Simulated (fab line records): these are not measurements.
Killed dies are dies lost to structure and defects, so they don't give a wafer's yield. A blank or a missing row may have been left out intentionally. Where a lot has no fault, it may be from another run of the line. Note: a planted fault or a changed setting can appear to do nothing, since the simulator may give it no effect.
A lot that was struck, set against a sound lot :: flow n5-finfet :: 16 out of 1938 route steps
Sound: these wafers, L159.2, L159.3, L159.6. Struck: wafer L169.6. (L169.1 of the same lot was not struck and is left out.) The cause comes at the end.
Each step with rows lists, per side, the tool, then ch with its chambers, then its first start. Under that, the readings that differ: sound wafers :: struck wafers :: difference of the means :: sigmas: that difference in standard deviations of wafers without a fault.
alike: same words and numbers on both sides, and readings whose means sit less than 2 such deviations apart. not compared: any withheld reading, any reading some wafer has no value for, any bound like >300 that may hide the same value, and any number with overlapping values for which the record gives no deviation.
Wherever a step has rows on one side only, a row that says differs or no value, or a row with sigmas, the two part there. Numbers that have no deviation but don't overlap get no sigmas and don't part them. Lack of a reading on every wafer of one side parts them only where that side has two or more wafers.

first, 8 steps without rows for these wafers: N5_BEOL_M4_COAT_62 (time 60 s, resist thk 12 nm); N5_BEOL_M4_COAT_73 (time 60 s, resist thk 5 nm); N5_BEOL_M4_COAT_05 (resist thk 30 nm); N5_BEOL_M4_EBR_07; N5_BEOL_M4_SOFTBAKE_06 (time 60 s); N5_BEOL_M4_EXPOSE_08 (exposes mask M4); N5_BEOL_M4_PEB_09 (peb time 60 s); N5_BEOL_M4_DEVELOP_10 (develop time 30 s).
N5_BEOL_M4_CD_MEAS_11: target cd 16.79 nm.
  sound on cd-sem-03 ch 0, day 7 17:54; struck on cd-sem-02 ch 0, day 10 16:18
  alike: cd-nm
N5_BEOL_M4_OVL_MEAS_12:
  sound on overlay-01 ch 0, day 7 17:56; struck on overlay-02 ch 0, day 10 16:20
  alike: M4_OVL
N5_BEOL_M4_INSPECT_13: inspects for defects (brightfield).
  sound: defect-inspect-02 at day 7 17:59; struck: defect-inspect-02 at day 10 16:23
  alike: raw-defect-count
N5_BEOL_M4_DESCUM_16: chemistry O2, time 7 s.
  sound on rie-diel-04 ch 2,3, day 7 18:01; struck on rie-diel-03 ch 1, day 10 16:25
reading: drypump-motor-current-A (A)
sound: 5.9 6.4 6.0
struck: 5.2
difference: -0.9
sigmas: -2
  alike: oes-product-au, rf-vpp-V, showerhead-plenum-p-Torr, throttle-valve-pct
  not compared: rf-hours-counter-h
N5_BEOL_M4_ETCH_74: etches underlayer in N2/H2, target depth 6.5 nm, time 5.2 s.
  sound on rie-diel-04 ch 2,3, day 7 18:04; struck on rie-diel-03 ch 1, day 10 16:27
reading: drypump-motor-current-A (A)
sound: 5.9 6.4 5.9
struck: 5.2
difference: -0.9
sigmas: -2

reading: etch-rf-on-time-s (s)
sound: 5.28 5.53 5.26
struck: 3.91
difference: -1.45
sigmas: -8

reading: oes-product-au (a.u.)
sound: 0.58 0.76 0.59
struck: 0.85
difference: +0.21
sigmas: +3
  alike: rf-vpp-V, showerhead-plenum-p-Torr, throttle-valve-pct
  not compared: rf-hours-counter-h
N5_BEOL_M4_ETCH_63: etches SiARC in CF4, target depth 15.6 nm, time 26 s.
  sound on rie-diel-04 ch 2,3, day 7 18:04; struck on rie-diel-03 ch 1, day 10 16:28
reading: drypump-motor-current-A (A)
sound: 5.9 6.4 5.9
struck: 5.2
difference: -0.9
sigmas: -2
  alike: etch-rf-on-time-s, oes-product-au, rf-vpp-V, showerhead-plenum-p-Torr, throttle-valve-pct
  not compared: rf-hours-counter-h
N5_BEOL_M4_RC_MEAS_101:
  sound on prober-02 ch 0, day 8 05:12; struck on prober-02 ch 0, day 11 01:22
reading: ION_P (uA/um)
sound: 443 465 462
struck: 480
difference: +23
sigmas: +2
  alike: DIBL_N, DIBL_P, IOFF_N, IOFF_P, ION_N, SS_N, SS_P, VT_N, VT_P
-- the record jumps here: 4 days lie between the struck wafers' starts before and after (it left off in module BEOL_M4 and takes up again in module PASSIVATION, whose first step shown is number 1936 of the route) --
N5_PASSIVATION_PROBE_49:
  sound: prober-02 at day 12 10:35; struck: prober-01 at day 15 09:46
reading: sort_bin_8_speed (%)
sound: 1.27 0 0
struck: 0
difference: +0
sigmas: -2
  alike: defect-limited-yield, killed_at_M0_to_M3, killed_at_M4_up, killed-at-contacts, killed-at-front-end, killed-at-other, killed-dies, killed-open, killed-short, sort_bin_4_leakage, sort_bin_5_function, sort_bin_6_memory, sort-n-pass, sort-yield-pct

== WHERE THEY PART ==
Last at N5_PASSIVATION_PROBE_49 as far as this record goes, first at N5_BEOL_M4_DESCUM_16.

WHY: whatever the simulator had introduced
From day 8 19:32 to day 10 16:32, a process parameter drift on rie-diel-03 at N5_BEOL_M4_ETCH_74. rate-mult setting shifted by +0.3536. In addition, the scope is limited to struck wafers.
